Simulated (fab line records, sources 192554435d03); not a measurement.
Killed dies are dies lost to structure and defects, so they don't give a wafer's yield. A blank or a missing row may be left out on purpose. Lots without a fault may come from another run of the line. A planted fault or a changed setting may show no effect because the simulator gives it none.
fab line records | flow n5_finfet
record lots=5 wafers=15 last_day=18
route steps=1938 shown WELL_APT@35 PMOS_HMC_CHANNEL_EPI@57 BEOL_M4@1111 PASSIVATION@1936
lots that met no fault: from a run of the same line without faults
start_h: hours from the record's first day to the start of the lot's first wafer shown | wait_h: hours since the lot's step before | " the same as in the row above | L1.1+2: a row that stands for several wafers | - no value, or no start given | * or withheld: withheld | < > ~ a bound
route shown NAME@n: a module of which the file shows steps, and the number in the route of the first | usual: mean/standard deviation of fault-free wafers | same: alike in all rows | chamber/n: place in a boat | sites: the reading at each site | _std_site: their standard deviation | _edge_site: outer sites' mean less inner sites' | radius_mm: how far each site lies from the wafer's centre | mask NAME#n: copy n | behind: the tool/chamber that last shaped the wafer | hold: why the lot was held/for how many hours/how that ended | device: the transistor (n, p or np) that didn't switch | end of line: the same wafers' tests at the end of the route | a step without rows: its recipe alone | killed: dies lost to structure and defects at the first sort, not the wafer's yield | map: a wafer's dies, x killed, . not, _ none there
set.NAME: the setting as run; set.NAME@STEP: as run at that earlier step | model.NAME: the simulator's own value behind a step, which no gauge read
lots at some steps of the route; a table a step, a row a wafer
services: from which hour (start_h, from the record's first day; less than 0 if before it) a tool's chamber was out of use, for how many hours, and why
## steps
# step N5_WELL_APT_HMDS_18
# recipe time_s=60 temp_c=120
# step N5_WELL_APT_COAT_19
# recipe spin_rpm=1357 resist_thk_nm=950
# step N5_WELL_APT_EBR_21
# recipe solvent=PGMEA ebr_width_mm=1.5
# step N5_WELL_APT_SOFTBAKE_20
# recipe temp_c=130 time_s=60
# step N5_WELL_APT_EXPOSE_22
# recipe mask_id=PWELL na=0.8 source_shape=conventional sigma_outer=0.8 polarization=unpolarized defocus_nm=0 target_cd_nm=200 dose_mj=23.2
# step N5_WELL_APT_PEB_23
# recipe peb_temp_c=130 peb_time_s=90
# step N5_WELL_APT_DEVELOP_24
# recipe develop_time_s=45 rinse_liquid=surfactant_rinse dry=air_spin dev_temp_c=21
# step N5_WELL_APT_HARDBAKE_29
# recipe temp_c=130 time_s=120
# step N5_WELL_APT_DESCUM_30
# recipe chemistry=O2 time_s=7.9 source_power_w=50 bias_power_w=20 pressure_mtorr=20 rf_frequency_hz=2.712e+07 temp_c=40 o2_flow_sccm=225
# step N5_WELL_APT_IMPLANT_31
# recipe species=B energy_kev=60 dose_cm2=1.5e+13 tilt_deg=0 rotation_deg=0
# usual beam_energy_keV=60.004/0.017 beam_on_s=9.98/0.19
# columns lot.wafer tool chamber start_h wait_h beam_energy_keV beam_on_s
L481.1 implanter-01 - 69.45 0.1 - -
L481.3 " - " " - -
L481.4 " - " " - -
L482.2 implanter-01 - 75.70 0.1 - -
L482.3 " - " " - -
L482.6 " - " " - -
L483.2 implanter-02 - 81.78 0.1 - -
L483.3 " - " " - -
L483.5 " - " " - -
L490.4 implanter-02 0 123.34 0.2 59.992 10.01
L490.5 " 0 " " 59.979 10.15
L490.6 " 0 " " 60.017 9.79
L491.1 implanter-01 0 128.96 0.1 60.036 10.13
L491.2 " 0 " " 60.018 9.97
L491.5 " 0 " " 60.012 9.98
# step N5_WELL_APT_IMPLANT_32
# recipe species=BF2 energy_kev=50 dose_cm2=2e+13 tilt_deg=0 rotation_deg=0
# step N5_WELL_APT_STRIP_33
# recipe chemistry=SPM time_s=900 temp_c=130 h2so4_h2o2_vol_ratio=4 dry=ipa_marangoni
# step N5_WELL_APT_RTA_34
# recipe temp_c=1000 time_s=10 ambient=N2 idle_temp_c=600 ramp_up_c_per_s=150 ramp_down_c_per_s=60 cool_to_c=600
# step N5_WELL_APT_OXIDE_STRIP_42
# recipe chemistry=dHF dilution=25:1 time_s=45 temp_c=25 target=SiO2 target_depth_a=120
# step N5_WELL_APT_PRECLEAN_36
# recipe chemistry=O3/DIW time_s=45 temp_c=22 o3_ppm=10
# step N5_WELL_APT_PRECLEAN_39
# recipe chemistry=dHF time_s=60 dilution=150:1 temp_c=25
# step N5_WELL_APT_SRD_37
# recipe dry=ipa_marangoni do_ppb=5 time_s=30 temp_c=23 rinse_liquid=diw
# step N5_WELL_APT_EPI_41
# recipe material=Si target_thk_a=500 temp_c=650 precursor=SiH4/H2 pressure_torr=20 time_s=297.7
# step N5_PMOS_HMC_CHANNEL_EPI_HM_DEP_34
# recipe material=SiO2 target_thk_a=360 temp_c=400 precursor=TEOS/O2 pressure_torr=6.5 rf_w=900 teos_flow_sccm=161.4 gas=O2 flow_sccm=2650 time_s=6.9
# step N5_PMOS_HMC_CHANNEL_EPI_COAT_31
# recipe resist=BARC temp_c=205 time_s=60 spin_rpm=1500 resist_thk_nm=66
# step N5_PMOS_HMC_CHANNEL_EPI_COAT_03
# recipe resist=CAR-ArF-block spin_rpm=1500 resist_thk_nm=205
# step N5_PMOS_HMC_CHANNEL_EPI_EBR_05
# recipe solvent=PGMEA ebr_width_mm=1.5
# step N5_PMOS_HMC_CHANNEL_EPI_SOFTBAKE_04
# recipe temp_c=110 time_s=60 resist=CAR-ArF-block
# step N5_PMOS_HMC_CHANNEL_EPI_EXPOSE_06
# recipe mask_id=PMOS_HMC_BLK na=1.35 source_shape=conventional sigma_outer=0.8 polarization=unpolarized target_cd_nm=240 dose_mj=41
# step N5_PMOS_HMC_CHANNEL_EPI_PEB_07
# recipe peb_temp_c=110 peb_time_s=60 resist=CAR-ArF-block
# step N5_PMOS_HMC_CHANNEL_EPI_DEVELOP_08
# recipe develop_time_s=30 developer=TMAH resist=CAR-ArF-block dev_temp_c=23 rinse_liquid=diw dry=air_spin
# step N5_PMOS_HMC_CHANNEL_EPI_DESCUM_14
# recipe chemistry=O2 time_s=7.9 source_power_w=50 bias_power_w=20 pressure_mtorr=20 rf_frequency_hz=2.712e+07 temp_c=40 resist=CAR-ArF-block o2_flow_sccm=225
# step N5_PMOS_HMC_CHANNEL_EPI_ETCH_32
# recipe chemistry=N2/H2 target=BARC stop_on=SiO2 target_depth_a=858 over_etch_frac=0.3 time_s=50.3 ion_energy_ev=200 mask_material=CAR-ArF-block pressure_mtorr=30 source_w=840 bias_w=150 n2_flow_sccm=200 h2_flow_sccm=200
# step N5_PMOS_HMC_CHANNEL_EPI_HM_OPEN_15
# recipe chemistry=CHF3/O2 target=SiO2 mask_material=CAR-ArF-block target_depth_a=406 CHF3_flow_sccm=50 O2_flow_sccm=5 Ar_flow_sccm=200 time_s=20.3 pressure_mtorr=30 source_w=650 bias_w=170 ion_energy_ev=200
# step N5_PMOS_HMC_CHANNEL_EPI_STRIP_33
# recipe chemistry=N2/H2 power_w=500 temp_c=40 pressure_mtorr=50 rf_frequency_hz=6e+07 overash_fraction=0.3 bias_power_w=8 h2_frac=0.5 n2_flow_sccm=300 h2_flow_sccm=300
# step N5_PMOS_HMC_CHANNEL_EPI_STRIP_17
# recipe chemistry=SPM time_s=750 temp_c=130 h2so4_h2o2_vol_ratio=4 dry=ipa_marangoni
# step N5_PMOS_HMC_CHANNEL_EPI_ETCH_38
# recipe chemistry=CF4 target=SiO2 target_depth_a=15 ion_energy_ev=350 pressure_mtorr=10 icp_w=800 bias_w=400 cf4_flow_sccm=80
# step N5_PMOS_HMC_CHANNEL_EPI_FIN_RECESS_16
# recipe chemistry=HBr/Cl2 target=Si mask_material=SiO2 target_depth_a=540 time_s=18 pressure_mtorr=10 icp_w=800 bias_w=75 HBr_flow_sccm=150 Cl2_flow_sccm=80
# step N5_PMOS_HMC_CHANNEL_EPI_PRECLEAN_36
# recipe chemistry=O3/DIW time_s=45 temp_c=22 o3_ppm=10
# step N5_PMOS_HMC_CHANNEL_EPI_PRECLEAN_18
# recipe chemistry=DHF time_s=30 temp_c=25 dilution=withheld
# step N5_BEOL_M4_RC_MEAS_101
# usual DIBL_N=36.3/1.6 DIBL_P=36.5/1.6 IOFF_N=0.163/0.026 IOFF_P=0.22/0.033 ION_N=676/9.9 ION_P=464/6.5 RS_PWELL=3013/23 SS_N=71.5/0.5 SS_P=73.3/0.64 VT_N=249.3/2.9 VT_P=-250/3.2
# columns lot.wafer tool chamber start_h wait_h DIBL_N[mV/V] DIBL_P[mV/V] IOFF_N[nA/um] IOFF_P[nA/um] ION_N[uA/um] ION_P[uA/um] RS_PWELL[ohm/sq] SS_N[mV/dec] SS_P[mV/dec] VT_N[mV] VT_P[mV]
L481.1 prober-02 0 234.64 0.0 38.6 37.4 0.208 0.25 683 462 22749 72.3 73.8 246.5 -247
L481.3 " 0 " " 37.5 36.7 0.192 0.25 694 471 22713 71.7 73.3 244.7 -247
L481.4 " 0 " " 38.0 36.6 0.197 0.24 684 472 22781 72.0 73.9 244.1 -247
L482.2 prober-02 0 254.54 0.2 35.6 35.8 0.150 0.21 677 454 22554 72.2 73.1 247.9 -250
L482.3 " 0 " " 35.1 35.2 0.148 0.20 686 475 22505 71.1 73.3 250.0 -250
L482.6 " 0 " " 37.0 37.3 0.173 0.23 678 465 22372 71.1 73.6 248.5 -249
L483.2 prober-01 0 257.92 0.2 35.9 36.6 0.156 0.22 669 465 22578 71.5 73.5 249.1 -248
L483.3 " 0 " " 37.0 37.0 0.173 0.23 669 461 22353 71.7 73.5 248.5 -246
L483.5 " 0 " " 35.1 35.6 0.146 0.22 666 462 22618 71.1 73.2 254.1 -248
L490.4 prober-01 0 283.08 0.5 37.4 36.6 0.164 0.23 691 472 3013 71.9 72.7 245.5 -246
L490.5 " 0 " " 37.8 36.6 0.180 0.22 690 474 2995 71.4 72.9 244.9 -247
L490.6 " 0 " " 37.0 35.2 0.155 0.20 674 466 2978 72.0 72.9 251.6 -248
L491.1 prober-01 0 307.17 0.0 35.5 36.1 0.146 0.24 666 465 3025 71.4 73.5 250.9 -246
L491.2 " 0 " " 34.7 35.0 0.142 0.22 670 472 3000 71.2 72.6 253.0 -246
L491.5 " 0 " " 33.1 33.0 0.111 0.19 663 466 3015 71.0 72.3 256.7 -250
# step N5_PASSIVATION_PROBE_49
# usual defect_limited_yield=91.2/1.5 killed_at_M0_to_M3=32/9.6 killed_at_M4_up=13/5.3 killed_at_contacts=13/6.7 killed_at_front_end=42/11 killed_at_other=3.8/2.9 killed_dies=103/17 killed_open=67/13 killed_short=35/7.9 sort_bin_5_function=5.2/0.94 sort_bin_6_memory=3.3/0.64 sort_n_pass=1077/17 sort_yield_pct=91.2/1.5
# same gross_dies=1180 killed_at_back_side=0 sort_bin_4_leakage[%]=0 sort_bin_8_speed[%]=0
# columns lot.wafer tool chamber start_h wait_h defect_limited_yield[%] killed_at_M0_to_M3 killed_at_M4_up killed_at_contacts killed_at_front_end killed_at_other killed_dies killed_open killed_short sort_bin_5_function[%] sort_bin_6_memory[%] sort_n_pass sort_yield_pct[%]
L490.4 prober-02 - 414.81 0.2 89.2 33 13 27 52 2 127 80 44 6.4 3.7 1053 89.2
L490.5 prober-02 - 414.86 0.2 91.1 32 12 23 34 4 105 77 25 5.5 3.2 1075 91.1
L490.6 prober-02 - 414.91 0.3 89.5 41 9 25 46 3 124 78 43 6.6 3.6 1056 89.5
# killed by level:class
L490.4 MOL_CONTACT_COAG:geometric_particle:open=21 FIN_SAQP:geometric_particle:short=15 STI_FIN_REVEAL:geometric_particle:open=12 FIN_SAQP:geometric_particle:open=9 BEOL_M2:geometric_particle:open=8 BEOL_M0_SAQP:geometric_particle:short=8 BEOL_M1:geometric_particle:open=7 BEOL_M0_SAQP:geometric_particle:open=6
L490.5 MOL_CONTACT_COAG:geometric_particle:open=19 STI_FIN_REVEAL:geometric_particle:open=12 FIN_SAQP:geometric_particle:open=8 BEOL_M2:geometric_particle:open=7 BEOL_M0_SAQP:geometric_particle:open=7 BEOL_M0_SAQP:geometric_particle:short=6 BEOL_M4:geometric_particle:open=5 BEOL_M1:geometric_particle:open=5
L490.6 MOL_CONTACT_COAG:geometric_particle:open=16 FIN_SAQP:geometric_particle:open=15 BEOL_M2:geometric_particle:open=13 FIN_SAQP:geometric_particle:short=10 MOL_CONTACT_COAG:geometric_particle:short=9 BEOL_M0_SAQP:geometric_particle:short=6 GATE_CUT:geometric_particle:short=5 BEOL_M0_SAQP:geometric_particle:open=5
## services
# columns tool chamber start_h hours kind
implanter-02 - 78.15 2.6 pm
## key
first_sign step=N5_WELL_APT_IMPLANT_31 reading=tool_record direction=missing
effect step=N5_BEOL_M4_RC_MEAS_101 reading=RS_PWELL direction=up sigmas=99+ usual=3013 struck=22580
met_at N5_WELL_APT_IMPLANT_31
struck_wafers L481.1,L481.3,L481.4,L482.2,L482.3,L482.6,L483.2,L483.3,L483.5
fault kind=skipped_step_whole tool=implanter-01,implanter-02 chamber=- onset_h=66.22 steps=N5_WELL_APT_IMPLANT_31 scope=struck_lots_only
